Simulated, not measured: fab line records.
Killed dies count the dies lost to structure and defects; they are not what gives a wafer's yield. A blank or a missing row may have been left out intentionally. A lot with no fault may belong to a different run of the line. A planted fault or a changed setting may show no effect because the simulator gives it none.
A lot that was struck, set against a sound lot    flow n5_finfet    20 steps out of a route of 1938
Sound: wafers L134.3, L134.4, L134.6. Struck: wafers L143.2, L143.3, L143.6. Last of all comes the cause.
Per side, at each step with rows, come the tool, then ch with its chambers, and then its first start. Under that, the readings that differ: sound wafers    struck wafers    difference of the means    sigmas: that difference in standard deviations of wafers without a fault.
alike: readings with means less than 2 such deviations apart, plus words and numbers identical on both sides. not compared: withheld readings, readings lacking a value on some wafer, bounds such as >300 that could conceal the same value, and numbers that have no deviation in the record and whose values overlap.
The two part at a step that has a row with sigmas, a row that says differs or no value, or rows on one side only. Non-overlapping numbers with no deviation appear without sigmas and do not part them. Lack of a reading on every wafer of one side parts them only where that side has two or more wafers.

first, 8 steps without rows for these wafers: N5_BEOL_M11_DESCUM_16 (chemistry O2, time 7.9 s); N5_BEOL_M11_ETCH_61 (etches SiARC in CF4, target depth 39 nm, time 65 s); N5_BEOL_M11_ETCH_62 (etches SOC in N2/H2, target depth 110 nm, overetch 22 nm, time 165 s); N5_BEOL_M11_STRIP_68 (strips in N2/H2); N5_BEOL_M11_STRIP_67 (strips in CF4); N5_BEOL_M11_HM_OPEN_17 (chemistry Cl2/BCl3, target TiN, target depth 20 nm, overetch 6 nm); N5_BEOL_M11_STRIP_19 (strips in O2); N5_BEOL_M11_COAT_63 (time 60 s, resist thk 100 nm).
N5_BEOL_M11_COAT_64: time 60 s, resist thk 30 nm.
  sound on litho_track-03 ch 0, day 11 00:03; struck on litho_track-03 ch 0, day 12 22:57
reading                                      sound                 struck                difference  sigmas
spin_speed_rpm (rpm)                         1500.1 1502.5 1501.1  1467.7 1465.9 1465.7  -34.8       -35
model.SiARC_of_BEOL_M11_COAT_64.thk_nm (nm)  30 30 30              30.4 30.2 30.2        +0.3        
  alike: dispense_pressure_kPa, plate_temp_C
then, 7 steps without rows for these wafers: N5_BEOL_M11_COAT_22 (resist thk 90 nm); N5_BEOL_M11_EBR_24; N5_BEOL_M11_SOFTBAKE_23 (time 60 s); N5_BEOL_M11_EXPOSE_25 (exposes mask V10); N5_BEOL_M11_PEB_26 (peb time 60 s); N5_BEOL_M11_DEVELOP_27 (develop time 30 s); N5_BEOL_M11_DESCUM_33 (chemistry O2, time 7.9 s).
N5_BEOL_M11_ETCH_65: etches SiARC in CF4, target depth 39 nm, time 65 s.
  sound on rie_diel-02 ch 0,1,2, day 11 00:26; struck on rie_diel-06 ch 0,2, day 12 23:19
reading                   sound              struck             difference  sigmas
oes_product_au (a.u.)     0.62 0.65 0.59     0.75 0.68 0.75     +0.11       +2
model.etch.depth_nm (nm)  29.94 29.98 29.91  30.34 30.27 30.22  +0.33       
  alike: drypump_motor_current_A, etch_rf_on_time_s, rf_vpp_V, showerhead_plenum_p_Torr, throttle_valve_pct
  not compared: rf_hours_counter_h
N5_BEOL_M11_ETCH_66: etches SOC in N2/H2, target depth 120 nm, overetch 24 nm, time 180 s.
  sound on rie_diel-02 ch 0,1,2, day 11 00:29; struck on rie_diel-06 ch 0,2, day 12 23:22
  alike: drypump_motor_current_A, h2_flow_sccm, oes_product_au, rf_vpp_V, showerhead_plenum_p_Torr, throttle_valve_pct
  not compared: rf_hours_counter_h, model.SiARC_of_BEOL_M11_COAT_64.thk_nm
then, 2 steps without rows for these wafers: N5_BEOL_M11_STRIP_69 (strips in N2/H2); N5_PASSIVATION_PROBE_49.

== WHERE THEY PART ==
First at N5_BEOL_M11_COAT_64; last, within this record, at N5_BEOL_M11_ETCH_65. Later steps at which nothing parts them and some readings are alike: N5_BEOL_M11_ETCH_66.

WHY: what had been put in by the simulator
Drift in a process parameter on litho_track-03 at N5_BEOL_M11_COAT_64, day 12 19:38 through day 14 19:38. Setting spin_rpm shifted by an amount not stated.
